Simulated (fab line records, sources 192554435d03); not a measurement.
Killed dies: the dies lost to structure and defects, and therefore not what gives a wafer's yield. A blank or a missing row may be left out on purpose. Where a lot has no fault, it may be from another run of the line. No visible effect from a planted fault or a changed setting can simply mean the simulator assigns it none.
Chamber matching + flow n5_finfet + N5_BEOL_M2_DEP_57 on pecvd-03: 3 sister chambers
The step deposits SiCN from 3MS/NH3, target thk 8 nm, time 14 s. 6 wafers are shown with their chamber, then 7 later ones without.

WAFERS PAIRED WITH THEIR CHAMBERS
| wafer  | chamber | showerhead_plenum_p_Torr (Torr) | throttle_valve_pct (%) |
|--------|---------|---------------------------------|------------------------|
| L088.2 | 0       | 3.652                           | 9.2                    |
| L088.4 | 2       | 3.683                           | 8.5                    |
| L091.5 | 1       | 3.676                           | 8.9                    |
| L091.6 | 2       | 3.673                           | 8.5                    |
| L092.3 | 0       | 3.664                           | 9.5                    |
| L092.5 | 1       | 3.686                           | 8.6                    |

WAFERS WHOSE CHAMBER IS MISSING
| wafer  | showerhead_plenum_p_Torr (Torr) | throttle_valve_pct (%) |
|--------|---------------------------------|------------------------|
| L092.6 | 3.658                           | 9.3                    |
| L094.3 | 3.659                           | 9.3                    |
| L094.5 | 3.657                           | 9.3                    |
| L094.6 | 3.649                           | 9.1                    |
| L096.1 | 3.657                           | 9.4                    |
| L096.2 | 3.665                           | 8.6                    |
| L096.5 | 3.656                           | 9.4                    |

WHICH CHAMBER EACH WENT THROUGH
| wafer  | from the rows above     | in truth |
|--------|-------------------------|----------|
| L092.6 | 0                       | 0        |
| L094.3 | 0                       | 0        |
| L094.5 | 0                       | 0        |
| L094.6 | 0                       | 0        |
| L096.1 | 0                       | 0        |
| L096.2 | can't be placed: 2 or 1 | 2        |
| L096.5 | 0                       | 0        |
6 of 7 placed correctly. From these rows, 1 cannot be placed; in 1 the true chamber is one of the candidates. Placed wrongly: 0.
How it was worked out, from the rows above alone: a wafer's distance from a chamber is the root of the sum, over the readings, of the square of ((its reading less the chamber's mean) divided by the reading's scatter). If the next closest chamber is less than 2 further off than the closest, the wafer can't be placed; otherwise it belongs to the closest. Each chamber's mean is taken over the wafers shown for it. How the scatter is found: for the shown wafers, subtract from each reading the mean of its chamber, square and add these, divide the total by (wafers less chambers), then take the root.
